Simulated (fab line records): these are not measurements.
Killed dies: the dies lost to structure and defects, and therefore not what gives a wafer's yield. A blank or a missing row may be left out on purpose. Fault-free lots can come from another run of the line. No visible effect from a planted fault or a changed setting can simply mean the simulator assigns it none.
What tool caused it? / flow n5_finfet / 7 lots, 21 wafers sampled, at 6 steps of a route of 1938

## WHAT THE GAUGES READ, wafer by wafer
N5_BEOL_M4_RC_MEAS_101. Usual: DIBL_N 37.1 mV/V, standard deviation 2.6; DIBL_P 38 mV/V, standard deviation 3; IOFF_N 0.18 nA/um, standard deviation 0.052; IOFF_P 0.25 nA/um, standard deviation 0.06; ION_N 678 uA/um, standard deviation 15; ION_P 467 uA/um, standard deviation 8.6; SS_N 71.7 mV/dec, standard deviation 0.73; SS_P 73.7 mV/dec, standard deviation 0.89; VT_N 249 mV, standard deviation 4.3; VT_P -248 mV, standard deviation 3.8.
lot=L557; measured=day 10 12:04; on=prober-02; DIBL_N (mV/V)=34.6 40.1 36.5; DIBL_P (mV/V)=36 42 38; IOFF_N (nA/um)=0.13 0.26 0.17; IOFF_P (nA/um)=0.18 0.29 0.22; ION_N (uA/um)=657 688 667; ION_P (uA/um)=448 468 459; SS_N (mV/dec)=70.1 72.2 72.0; SS_P (mV/dec)=72.9 74.8 72.7; VT_N (mV)=253 242 249; VT_P (mV)=-255 -245 -251; flag=
lot=L567; measured=day 13 06:21; on=prober-02; DIBL_N (mV/V)=36.6 35.2 36.7; DIBL_P (mV/V)=37 37 37; IOFF_N (nA/um)=0.17 0.15 0.16; IOFF_P (nA/um)=0.21 0.21 0.21; ION_N (uA/um)=681 683 671; ION_P (uA/um)=462 474 460; SS_N (mV/dec)=72.2 71.9 71.5; SS_P (mV/dec)=73.4 73.5 73.6; VT_N (mV)=250 251 250; VT_P (mV)=-248 -249 -251; flag=
lot=L569; measured=day 14 11:16; on=prober-02; DIBL_N (mV/V)=36.4 32.7 35.0; DIBL_P (mV/V)=36 31 33; IOFF_N (nA/um)=0.15 0.10 0.13; IOFF_P (nA/um)=0.20 0.17 0.17; ION_N (uA/um)=684 666 664; ION_P (uA/um)=466 463 455; SS_N (mV/dec)=71.6 70.4 71.5; SS_P (mV/dec)=73.5 72.9 72.6; VT_N (mV)=252 257 257; VT_P (mV)=-252 -253 -254; flag=
lot=L572; measured=day 15 06:35; on=prober-01; DIBL_N (mV/V)=38.9 38.1 40.2; DIBL_P (mV/V)=39 40 41; IOFF_N (nA/um)=0.21 0.19 0.25; IOFF_P (nA/um)=0.29 0.34 0.35; ION_N (uA/um)=685 683 692; ION_P (uA/um)=470 478 478; SS_N (mV/dec)=72.4 72.1 72.4; SS_P (mV/dec)=73.9 73.0 74.0; VT_N (mV)=247 246 243; VT_P (mV)=-243 -242 -241; flag=
lot=L578; measured=day 16 07:49; on=prober-02; DIBL_N (mV/V)=36.5 37.0 38.3; DIBL_P (mV/V)=39 39 41; IOFF_N (nA/um)=0.19 0.19 0.23; IOFF_P (nA/um)=0.26 0.26 0.30; ION_N (uA/um)=704 674 700; ION_P (uA/um)=484 462 477; SS_N (mV/dec)=71.2 72.0 71.3; SS_P (mV/dec)=74.6 73.8 74.7; VT_N (mV)=244 248 245; VT_P (mV)=-243 -248 -248; flag=
lot=L579; measured=day 16 15:21; on=prober-02; DIBL_N (mV/V)=39.7 40.2 38.0; DIBL_P (mV/V)=42 42 39; IOFF_N (nA/um)=0.26 0.25 0.22; IOFF_P (nA/um)=0.32 0.33 0.26; ION_N (uA/um)=694 682 681; ION_P (uA/um)=474 475 466; SS_N (mV/dec)=72.8 72.6 72.4; SS_P (mV/dec)=75.2 74.5 74.2; VT_N (mV)=241 246 245; VT_P (mV)=-245 -245 -246; flag=
lot=L577; measured=day 17 18:43; on=prober-01; DIBL_N (mV/V)=43.7 38.2 37.7; DIBL_P (mV/V)=45 38 37; IOFF_N (nA/um)=0.34 0.18 0.17; IOFF_P (nA/um)=0.39 0.24 0.23; ION_N (uA/um)=692 696 677; ION_P (uA/um)=472 478 467; SS_N (mV/dec)=73.6 71.0 71.5; SS_P (mV/dec)=75.9 73.4 74.3; VT_N (mV)=243 249 250; VT_P (mV)=-243 -248 -248; flag=

N5_BEOL_M15_RC_MEAS_101. Usual: COMB_M10 1.49e-11 S/m, standard deviation 2.8e-12; COMB_M11 1.5e-11 S/m, standard deviation 3.2e-12; COMB_M12 6.1e-12 S/m, standard deviation 1.2e-12; COMB_M13 4.8e-12 S/m, standard deviation 1e-12; COMB_M14 3.3e-12 S/m, standard deviation 8.1e-13; COMB_M15 2.3e-12 S/m, standard deviation 6e-13; COMB_M15_max_site 3.4e-12 S/m, standard deviation 1e-12; COMB_M5 3.5e-11 S/m, standard deviation 6.3e-12; COMB_M5_max_site 5e-11 S/m, standard deviation 1e-11; COMB_M6 2.6e-11 S/m, standard deviation 5.3e-12; COMB_M7 2.6e-11 S/m, standard deviation 5.1e-12; COMB_M8 2.6e-11 S/m, standard deviation 5.6e-12; COMB_M9 1.38e-11 S/m, standard deviation 2.8e-12; SERP_M10 3.07 ohm/um, standard deviation 0.099; SERP_M11 3.02 ohm/um, standard deviation 0.1; SERP_M12 0.632 ohm/um, standard deviation 0.018; SERP_M13 0.310 ohm/um, standard deviation 0.0077; SERP_M14 0.163 ohm/um, standard deviation 0.0062; SERP_M14_max_site 0.164 ohm/um, standard deviation 0.0062; SERP_M5 38.1 ohm/um, standard deviation 2; SERP_M5_max_site 39.6 ohm/um, standard deviation 2.2; SERP_M6 13.9 ohm/um, standard deviation 0.69; SERP_M7 13.7 ohm/um, standard deviation 0.67; SERP_M8 13.6 ohm/um, standard deviation 0.64; SERP_M9 2.98 ohm/um, standard deviation 0.1.
lot=L557; measured=day 14 06:57; on=prober-02; COMB_M10 (S/m)=1.53e-11 1.47e-11 2.28e-11; COMB_M11 (S/m)=2.1e-11 1.5e-11 1.6e-11; COMB_M12 (S/m)=6.2e-12 5.9e-12 5.8e-12; COMB_M13 (S/m)=4.6e-12 3.7e-12 4.6e-12; COMB_M14 (S/m)=2.7e-12 3.9e-12 4.2e-12; COMB_M15 (S/m)=2.5e-12 2e-12 2.5e-12; COMB_M15_max_site (S/m)=3.3e-12 2.3e-12 3.9e-12; COMB_M5 (S/m)=3.9e-11 3e-11 3.7e-11; COMB_M5_max_site (S/m)=4.5e-11 5.3e-11 5e-11; COMB_M6 (S/m)=2.5e-11 1.8e-11 2.1e-11; COMB_M7 (S/m)=3.3e-11 2.8e-11 3e-11; COMB_M8 (S/m)=2.9e-11 3.3e-11 3.4e-11; COMB_M9 (S/m)=1.3e-11 1.14e-11 1.12e-11; SERP_M10 (ohm/um)=3.10 3.07 2.88; SERP_M11 (ohm/um)=3.05 3.02 3.15; SERP_M12 (ohm/um)=0.617 0.646 0.634; SERP_M13 (ohm/um)=0.304 0.310 0.311; SERP_M14 (ohm/um)=0.163 0.162 0.160; SERP_M14_max_site (ohm/um)=0.165 0.163 0.162; SERP_M5 (ohm/um)=38.3 38.7 38.4; SERP_M5_max_site (ohm/um)=39.5 39.8 39.6; SERP_M6 (ohm/um)=14.3 15.5 13.8; SERP_M7 (ohm/um)=14.2 13.0 12.8; SERP_M8 (ohm/um)=13.1 14.4 14.2; SERP_M9 (ohm/um)=2.94 3.02 2.90; flag=
lot=L567; measured=day 16 22:52; on=prober-02; COMB_M10 (S/m)=1.51e-11 1.29e-11 1.2e-11; COMB_M11 (S/m)=2.3e-11 1.9e-11 1.7e-11; COMB_M12 (S/m)=8.5e-12 6.6e-12 7.8e-12; COMB_M13 (S/m)=3.4e-12 4.6e-12 4.2e-12; COMB_M14 (S/m)=4.3e-12 3.3e-12 2.8e-12; COMB_M15 (S/m)=2.4e-12 2.2e-12 3e-12; COMB_M15_max_site (S/m)=4e-12 3.3e-12 3.9e-12; COMB_M5 (S/m)=3.4e-11 3.9e-11 3.7e-11; COMB_M5_max_site (S/m)=5.8e-11 4.6e-11 6.6e-11; COMB_M6 (S/m)=2.3e-11 2.2e-11 2e-11; COMB_M7 (S/m)=3.3e-11 2e-11 2.4e-11; COMB_M8 (S/m)=3.3e-11 2.7e-11 2.8e-11; COMB_M9 (S/m)=1.21e-11 1.24e-11 1.15e-11; SERP_M10 (ohm/um)=3.04 3.09 3.12; SERP_M11 (ohm/um)=2.98 3.10 3.28; SERP_M12 (ohm/um)=0.620 0.590 0.638; SERP_M13 (ohm/um)=0.308 0.313 0.307; SERP_M14 (ohm/um)=0.153 0.158 0.159; SERP_M14_max_site (ohm/um)=0.154 0.158 0.161; SERP_M5 (ohm/um)=36.0 37.9 33.3; SERP_M5_max_site (ohm/um)=37.9 39.1 34.4; SERP_M6 (ohm/um)=13.2 13.7 13.4; SERP_M7 (ohm/um)=13.1 14.0 13.9; SERP_M8 (ohm/um)=13.3 13.1 13.8; SERP_M9 (ohm/um)=3.09 3.06 2.96; flag=
lot=L569; measured=day 18 07:37; on=prober-01; COMB_M10 (S/m)=1.71e-11 1.42e-11 1.52e-11; COMB_M11 (S/m)=1.8e-11 2e-11 2e-11; COMB_M12 (S/m)=6.8e-12 6e-12 7.4e-12; COMB_M13 (S/m)=4.3e-12 5.4e-12 5.5e-12; COMB_M14 (S/m)=3.3e-12 4.4e-12 4.7e-12; COMB_M15 (S/m)=2.3e-12 2.9e-12 2.7e-12; COMB_M15_max_site (S/m)=3.2e-12 4.1e-12 3.4e-12; COMB_M5 (S/m)=3.1e-11 3.7e-11 2.6e-11; COMB_M5_max_site (S/m)=3.8e-11 6.1e-11 4.8e-11; COMB_M6 (S/m)=3.4e-11 4e-11 4.8e-11; COMB_M7 (S/m)=2.7e-11 2.3e-11 2.4e-11; COMB_M8 (S/m)=2.4e-11 2.3e-11 3.2e-11; COMB_M9 (S/m)=1.35e-11 1.34e-11 1.33e-11; SERP_M10 (ohm/um)=3.23 3.05 3.20; SERP_M11 (ohm/um)=3.07 3.09 3.10; SERP_M12 (ohm/um)=0.646 0.624 0.632; SERP_M13 (ohm/um)=0.308 0.313 0.310; SERP_M14 (ohm/um)=0.164 0.165 0.169; SERP_M14_max_site (ohm/um)=0.165 0.167 ~370.37; SERP_M5 (ohm/um)=36.7 36.8 39.4; SERP_M5_max_site (ohm/um)=37.5 38.1 41.6; SERP_M6 (ohm/um)=13.5 14.1 12.9; SERP_M7 (ohm/um)=14.4 13.4 13.4; SERP_M8 (ohm/um)=13.7 13.9 13.7; SERP_M9 (ohm/um)=3.00 3.07 2.91; flag=
lot=L572; measured=day 19 01:13; on=prober-01; COMB_M10 (S/m)=1.12e-11 1.43e-11 1.42e-11; COMB_M11 (S/m)=1.4e-11 1.3e-11 1.2e-11; COMB_M12 (S/m)=8.2e-12 7.5e-12 7e-12; COMB_M13 (S/m)=4.6e-12 4.4e-12 4.1e-12; COMB_M14 (S/m)=5.7e-12 4.1e-12 4.3e-12; COMB_M15 (S/m)=2.4e-12 1.5e-12 2.2e-12; COMB_M15_max_site (S/m)=3.4e-12 2.2e-12 3.5e-12; COMB_M5 (S/m)=3.2e-11 4.2e-11 3.5e-11; COMB_M5_max_site (S/m)=5e-11 5.9e-11 4.6e-11; COMB_M6 (S/m)=2.7e-11 2.6e-11 2.2e-11; COMB_M7 (S/m)=2.6e-11 3.6e-11 2.6e-11; COMB_M8 (S/m)=2.8e-11 3.5e-11 2.2e-11; COMB_M9 (S/m)=1e-11 1.65e-11 1.02e-11; SERP_M10 (ohm/um)=3.10 3.22 3.21; SERP_M11 (ohm/um)=2.83 3.03 3.05; SERP_M12 (ohm/um)=0.638 0.654 0.638; SERP_M13 (ohm/um)=0.294 0.320 0.317; SERP_M14 (ohm/um)=0.170 0.154 0.173; SERP_M14_max_site (ohm/um)=0.171 0.156 ~370.37; SERP_M5 (ohm/um)=38.2 36.6 38.2; SERP_M5_max_site (ohm/um)=40.2 38.0 39.8; SERP_M6 (ohm/um)=13.7 12.9 14.7; SERP_M7 (ohm/um)=15.1 13.5 14.3; SERP_M8 (ohm/um)=14.9 14.1 13.0; SERP_M9 (ohm/um)=2.86 3.03 2.92; flag=
lot=L578; measured=day 20 07:35; on=prober-02; COMB_M10 (S/m)=1.16e-11 1.51e-11 1.73e-11; COMB_M11 (S/m)=2e-11 2.2e-11 1.2e-11; COMB_M12 (S/m)=8.9e-12 5.4e-12 5.6e-12; COMB_M13 (S/m)=4.1e-12 3.8e-12 4e-12; COMB_M14 (S/m)=3.5e-12 3.1e-12 2.8e-12; COMB_M15 (S/m)=2e-12 3.4e-12 2.4e-12; COMB_M15_max_site (S/m)=2.8e-12 8.2e-12 4.4e-12; COMB_M5 (S/m)=2.6e-11 3.7e-11 3.3e-11; COMB_M5_max_site (S/m)=4.2e-11 5.5e-11 5e-11; COMB_M6 (S/m)=2.2e-11 3.2e-11 1.8e-11; COMB_M7 (S/m)=2.6e-11 4.2e-11 3e-11; COMB_M8 (S/m)=3.3e-11 2.9e-11 2.9e-11; COMB_M9 (S/m)=8.7e-12 1.8e-11 1.51e-11; SERP_M10 (ohm/um)=3.11 2.89 3.00; SERP_M11 (ohm/um)=3.06 2.90 3.04; SERP_M12 (ohm/um)=0.664 0.676 0.661; SERP_M13 (ohm/um)=0.312 0.312 0.308; SERP_M14 (ohm/um)=0.175 0.156 0.160; SERP_M14_max_site (ohm/um)=0.176 0.157 0.162; SERP_M5 (ohm/um)=41.4 40.0 40.7; SERP_M5_max_site (ohm/um)=41.9 41.1 41.6; SERP_M6 (ohm/um)=13.8 13.7 14.6; SERP_M7 (ohm/um)=13.7 13.9 13.8; SERP_M8 (ohm/um)=12.7 14.0 14.3; SERP_M9 (ohm/um)=2.94 2.95 2.83; flag=
lot=L579; measured=day 20 05:16; on=prober-01; COMB_M10 (S/m)=1.78e-11 1.31e-11 1.15e-11; COMB_M11 (S/m)=1.8e-11 1.6e-11 1.5e-11; COMB_M12 (S/m)=5.8e-12 7.3e-12 5.8e-12; COMB_M13 (S/m)=5e-12 6.9e-12 4.9e-12; COMB_M14 (S/m)=3.6e-12 3.1e-12 3.2e-12; COMB_M15 (S/m)=2e-12 2.4e-12 2.3e-12; COMB_M15_max_site (S/m)=3.6e-12 3.7e-12 2.9e-12; COMB_M5 (S/m)=3.9e-11 3.7e-11 4.3e-11; COMB_M5_max_site (S/m)=6.4e-11 4.5e-11 6.2e-11; COMB_M6 (S/m)=2.3e-11 1.7e-11 2.3e-11; COMB_M7 (S/m)=2.5e-11 3.4e-11 3.1e-11; COMB_M8 (S/m)=3.5e-11 3.1e-11 2.2e-11; COMB_M9 (S/m)=9e-12 1.53e-11 1.51e-11; SERP_M10 (ohm/um)=3.06 3.01 3.10; SERP_M11 (ohm/um)=3.07 3.14 3.04; SERP_M12 (ohm/um)=0.604 0.617 0.632; SERP_M13 (ohm/um)=0.313 0.312 0.321; SERP_M14 (ohm/um)=0.158 0.161 0.175; SERP_M14_max_site (ohm/um)=0.161 0.166 0.176; SERP_M5 (ohm/um)=37.8 37.0 37.8; SERP_M5_max_site (ohm/um)=38.1 41.0 38.2; SERP_M6 (ohm/um)=13.8 14.3 13.5; SERP_M7 (ohm/um)=12.9 13.2 13.1; SERP_M8 (ohm/um)=13.7 14.5 13.1; SERP_M9 (ohm/um)=3.01 2.93 2.84; flag=
lot=L577; measured=day 21 13:43; on=prober-02; COMB_M10 (S/m)=1.9e-11 1.72e-11 1.61e-11; COMB_M11 (S/m)=1.4e-11 1.3e-11 1.6e-11; COMB_M12 (S/m)=6.5e-12 3.6e-12 5.2e-12; COMB_M13 (S/m)=5.3e-12 5.5e-12 4.2e-12; COMB_M14 (S/m)=3.2e-12 2.7e-12 3.3e-12; COMB_M15 (S/m)=1.8e-12 1.6e-12 1.6e-12; COMB_M15_max_site (S/m)=2.4e-12 2.3e-12 2e-12; COMB_M5 (S/m)=3.3e-11 3.7e-11 3.9e-11; COMB_M5_max_site (S/m)=3.7e-11 5.2e-11 7.4e-11; COMB_M6 (S/m)=2.8e-11 2.5e-11 1.9e-11; COMB_M7 (S/m)=3e-11 2.7e-11 2.5e-11; COMB_M8 (S/m)=2.4e-11 2.8e-11 2.6e-11; COMB_M9 (S/m)=1.59e-11 1.66e-11 1.24e-11; SERP_M10 (ohm/um)=3.17 3.08 3.05; SERP_M11 (ohm/um)=3.08 3.05 2.89; SERP_M12 (ohm/um)=0.641 0.655 0.617; SERP_M13 (ohm/um)=0.312 0.298 0.306; SERP_M14 (ohm/um)=0.168 0.159 0.160; SERP_M14_max_site (ohm/um)=0.170 0.161 0.161; SERP_M5 (ohm/um)=40.6 40.1 41.7; SERP_M5_max_site (ohm/um)=41.4 41.3 43.3; SERP_M6 (ohm/um)=14.0 14.2 13.9; SERP_M7 (ohm/um)=14.1 13.0 14.0; SERP_M8 (ohm/um)=13.5 13.5 14.2; SERP_M9 (ohm/um)=2.87 3.01 3.06; flag=

## EACH LOT AND THE TOOL THAT RAN IT (in order: tool; ch and the chambers of the sampled wafers; start)
lot=L557; N5_BEOL_M14_SPUTTER_45=pvd_sputter-02, day 13 23:54; N5_BEOL_M15_TRENCH_ETCH_34=rie_diel-03 ch 1,2, day 14 03:22; N5_BEOL_M15_DEGAS_41=pvd_sputter-02, day 14 05:35; N5_BEOL_M15_ANNEAL_48=rtp_anneal-02 ch 0, day 14 06:11
lot=L567; N5_BEOL_M14_SPUTTER_45=pvd_sputter-02, day 16 16:11; N5_BEOL_M15_TRENCH_ETCH_34=rie_diel-06 ch 0,2,3, day 16 19:44; N5_BEOL_M15_DEGAS_41=pvd_sputter-03, day 16 20:56; N5_BEOL_M15_ANNEAL_48=rtp_anneal-01 ch 0, day 16 22:05
lot=L569; N5_BEOL_M14_SPUTTER_45=pvd_sputter-02, day 18 01:27; N5_BEOL_M15_TRENCH_ETCH_34=rie_diel-06 ch 0,2, day 18 04:54; N5_BEOL_M15_DEGAS_41=pvd_sputter-02, day 18 06:05; N5_BEOL_M15_ANNEAL_48=rtp_anneal-01 ch 0, day 18 06:44
lot=L572; N5_BEOL_M14_SPUTTER_45=pvd_sputter-02, day 18 17:47; N5_BEOL_M15_TRENCH_ETCH_34=rie_diel-03 ch 2,3, day 18 22:22; N5_BEOL_M15_DEGAS_41=pvd_sputter-02, day 18 23:28; N5_BEOL_M15_ANNEAL_48=rtp_anneal-01 ch 0, day 19 00:19
lot=L578; N5_BEOL_M14_SPUTTER_45=pvd_sputter-01, day 20 01:52; N5_BEOL_M15_TRENCH_ETCH_34=rie_diel-06 ch 0,1,2, day 20 05:14; N5_BEOL_M15_DEGAS_41=pvd_sputter-03, day 20 06:04; N5_BEOL_M15_ANNEAL_48=rtp_anneal-01 ch 0, day 20 06:42
lot=L579; N5_BEOL_M14_SPUTTER_45=pvd_sputter-03, day 19 22:50; N5_BEOL_M15_TRENCH_ETCH_34=rie_diel-02 ch 1,2,3, day 20 02:31; N5_BEOL_M15_DEGAS_41=pvd_sputter-01, day 20 03:38; N5_BEOL_M15_ANNEAL_48=rtp_anneal-01 ch 0, day 20 04:28
lot=L577; N5_BEOL_M14_SPUTTER_45=pvd_sputter-01, day 21 07:42; N5_BEOL_M15_TRENCH_ETCH_34=rie_diel-02 ch 1,2,3, day 21 11:06; N5_BEOL_M15_DEGAS_41=pvd_sputter-02, day 21 12:11; N5_BEOL_M15_ANNEAL_48=rtp_anneal-01 ch 0, day 21 12:50
- N5_BEOL_M14_SPUTTER_45: material Cu, target thk 100 nm, time 16.67 s.
- N5_BEOL_M15_TRENCH_ETCH_34: etches SiO2 in C4F8/O2/Ar, target depth 872.93 nm, time 199 s.
- N5_BEOL_M15_DEGAS_41: time 60 s.
- N5_BEOL_M15_ANNEAL_48: time 90 s.

## WHAT THE TOOLS THEMSELVES READ (means of the sampled wafers that have a number; where no wafer has one, the mark that the record gives instead)
N5_BEOL_M14_SPUTTER_45. Usual: throttle_valve_pct 30.4 %, standard deviation 0.63.
lot=L557; tool=pvd_sputter-02; throttle_valve_pct (%)=30.3; flag=
lot=L567; tool=pvd_sputter-02; throttle_valve_pct (%)=30.2; flag=
lot=L569; tool=pvd_sputter-02; throttle_valve_pct (%)=29.9; flag=
lot=L572; tool=pvd_sputter-02; throttle_valve_pct (%)=30.3; flag=
lot=L578; tool=pvd_sputter-01; throttle_valve_pct (%)=30.5; flag=
lot=L579; tool=pvd_sputter-03; throttle_valve_pct (%)=30.7; flag=
lot=L577; tool=pvd_sputter-01; throttle_valve_pct (%)=30.3; flag=

N5_BEOL_M15_TRENCH_ETCH_34. Usual: O2_flow_sccm 12.00 sccm, standard deviation 0.035; drypump_motor_current_A 5.7 A, standard deviation 0.35; oes_f_703_au 0.82 a.u., standard deviation 0.084; oes_product_au 0.81 a.u., standard deviation 0.085; rf_vpp_V 2206 V, standard deviation 37; showerhead_plenum_p_Torr 3.42 Torr, standard deviation 0.12; throttle_valve_pct 30.8 %, standard deviation 0.32.
lot=L557; tool=rie_diel-03; O2_flow_sccm (sccm)=12.00; drypump_motor_current_A (A)=6.0; oes_f_703_au (a.u.)=0.97; oes_product_au (a.u.)=0.94; rf_vpp_V (V)=2208; showerhead_plenum_p_Torr (Torr)=3.51; throttle_valve_pct (%)=30.9; flag=
lot=L567; tool=rie_diel-06; O2_flow_sccm (sccm)=12.00; drypump_motor_current_A (A)=5.6; oes_f_703_au (a.u.)=0.79; oes_product_au (a.u.)=0.80; rf_vpp_V (V)=2186; showerhead_plenum_p_Torr (Torr)=3.42; throttle_valve_pct (%)=30.7; flag=
lot=L569; tool=rie_diel-06; O2_flow_sccm (sccm)=12.02; drypump_motor_current_A (A)=5.5; oes_f_703_au (a.u.)=0.79; oes_product_au (a.u.)=0.78; rf_vpp_V (V)=2150; showerhead_plenum_p_Torr (Torr)=3.47; throttle_valve_pct (%)=30.7; flag=
lot=L572; tool=rie_diel-03; O2_flow_sccm (sccm)=11.96; drypump_motor_current_A (A)=5.9; oes_f_703_au (a.u.)=0.81; oes_product_au (a.u.)=0.79; rf_vpp_V (V)=2214; showerhead_plenum_p_Torr (Torr)=3.57; throttle_valve_pct (%)=30.7; flag=
lot=L578; tool=rie_diel-06; O2_flow_sccm (sccm)=12.00; drypump_motor_current_A (A)=5.6; oes_f_703_au (a.u.)=0.82; oes_product_au (a.u.)=0.81; rf_vpp_V (V)=2171; showerhead_plenum_p_Torr (Torr)=3.46; throttle_valve_pct (%)=30.6; flag=
lot=L579; tool=rie_diel-02; O2_flow_sccm (sccm)=12.00; drypump_motor_current_A (A)=5.7; oes_f_703_au (a.u.)=0.81; oes_product_au (a.u.)=0.80; rf_vpp_V (V)=2225; showerhead_plenum_p_Torr (Torr)=3.32; throttle_valve_pct (%)=30.7; flag=
lot=L577; tool=rie_diel-02; O2_flow_sccm (sccm)=11.98; drypump_motor_current_A (A)=5.6; oes_f_703_au (a.u.)=0.79; oes_product_au (a.u.)=0.78; rf_vpp_V (V)=2224; showerhead_plenum_p_Torr (Torr)=3.31; throttle_valve_pct (%)=30.7; flag=

N5_BEOL_M15_DEGAS_41. Usual: heater_power_w 461 W, standard deviation 45.
lot=L557; tool=pvd_sputter-02; heater_power_w (W)=506; flag=
lot=L567; tool=pvd_sputter-03; heater_power_w (W)=443; flag=
lot=L569; tool=pvd_sputter-02; heater_power_w (W)=486; flag=
lot=L572; tool=pvd_sputter-02; heater_power_w (W)=520; flag=
lot=L578; tool=pvd_sputter-03; heater_power_w (W)=446; flag=
lot=L579; tool=pvd_sputter-01; heater_power_w (W)=452; flag=
lot=L577; tool=pvd_sputter-02; heater_power_w (W)=486; flag=

N5_BEOL_M15_ANNEAL_48. Usual: anneal_temp_c_max 226.3, standard deviation 0.33; wafer_temp_C_max 225.93, standard deviation 0.22.
lot=L557 tool=rtp_anneal-02 anneal_temp_c_max=225.9 wafer_temp_C_max=226.05 flag=
lot=L567 tool=rtp_anneal-01 anneal_temp_c_max=226.3 wafer_temp_C_max=226.08 flag=
lot=L569 tool=rtp_anneal-01 anneal_temp_c_max=226.4 wafer_temp_C_max=225.72 flag=
lot=L572 tool=rtp_anneal-01 anneal_temp_c_max=226.1 wafer_temp_C_max=225.93 flag=
lot=L578 tool=rtp_anneal-01 anneal_temp_c_max=226.3 wafer_temp_C_max=225.90 flag=
lot=L579 tool=rtp_anneal-01 anneal_temp_c_max=226.5 wafer_temp_C_max=225.66 flag=
lot=L577 tool=rtp_anneal-01 anneal_temp_c_max=226.9 wafer_temp_C_max=226.11 flag=

## THE ANSWER, worked out from the rows above alone
Rule: a lot is off if the mean of its wafers that have a number lies more than 3 standard deviations from the usual mean. A lot without any number at a reading at which 4 lots or more have one is off too. All remaining lots with rows at the step are treated as sound. After the gauges, taken in route order, come the tools' own readings; for these a lot's mean is taken, as printed above. The first step at which some lot is off is used, and at that step the reading that is off furthest; a lot without a number counts as furthest.
No lot is off at any reading shown: from this, nothing can be told.

## WHAT HAD BEEN PUT IN BY THE SIMULATOR
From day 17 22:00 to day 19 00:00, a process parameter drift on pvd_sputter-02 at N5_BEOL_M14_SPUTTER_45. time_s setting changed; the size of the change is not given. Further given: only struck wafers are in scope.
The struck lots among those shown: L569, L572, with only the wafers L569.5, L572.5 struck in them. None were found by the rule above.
